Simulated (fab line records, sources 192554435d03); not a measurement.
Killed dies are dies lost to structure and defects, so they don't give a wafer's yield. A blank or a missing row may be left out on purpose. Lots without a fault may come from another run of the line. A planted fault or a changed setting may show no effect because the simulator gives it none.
Chamber matching | flow n5_finfet | N5_BEOL_M6_ILD_DEP_00 on pecvd-04: 3 sister chambers
The step deposits SiCOH lowk from DEMS/porogen, target thk 179.75 nm, time 33.4 s. 6 wafers are shown with their chamber, then 9 later ones without.

WAFERS WITH THEIR CHAMBER
wafer  | chamber | throttle_valve_pct (%) | heater_power_w (W)
L084.6 | 0       | 14.1                   | 274
L087.5 | 2       | 13.4                   | 337
L087.6 | 1       | 13.5                   | 438
L088.2 | 2       | 13.1                   | 352
L088.3 | 0       | 14.4                   | 302
L088.5 | 1       | 13.6                   | 435

WAFERS WITHOUT THEIR CHAMBER
wafer  | throttle_valve_pct (%) | heater_power_w (W)
L089.2 | 14.5                   | 298
L089.3 | 13.2                   | 376
L089.6 | 14.5                   | 233
L094.2 | 14.5                   | 270
L094.3 | 13.3                   | 449
L094.4 | 14.3                   | 276
L097.1 | 13.4                   | 393
L097.4 | 13.3                   | 317
L097.5 | 14.6                   | 299

WHICH CHAMBER EACH WENT THROUGH
wafer  | from the rows above     | in truth
L089.2 | 0                       | 0
L089.3 | 2                       | 2
L089.6 | 0                       | 0
L094.2 | 0                       | 0
L094.3 | 1                       | 1
L094.4 | 0                       | 0
L097.1 | can't be placed: 1 or 2 | 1
L097.4 | 2                       | 2
L097.5 | 0                       | 0
Placed correctly: 8 of 9. Can't be placed from these rows: 1 (the true chamber is among the candidates in 1). Placed wrongly: 0.
How it was worked out, from the rows above alone: a wafer's distance from a chamber is the root of the sum, over the readings, of the square of ((its reading less the chamber's mean) divided by the reading's scatter). The wafer belongs to the nearest chamber; if the next one is less than 2 further off, it can't be placed. A chamber's mean is the mean of its shown wafers. The scatter: the root of (the sum of the squares of (reading less its chamber's mean) over the shown wafers, divided by (wafers less chambers)).
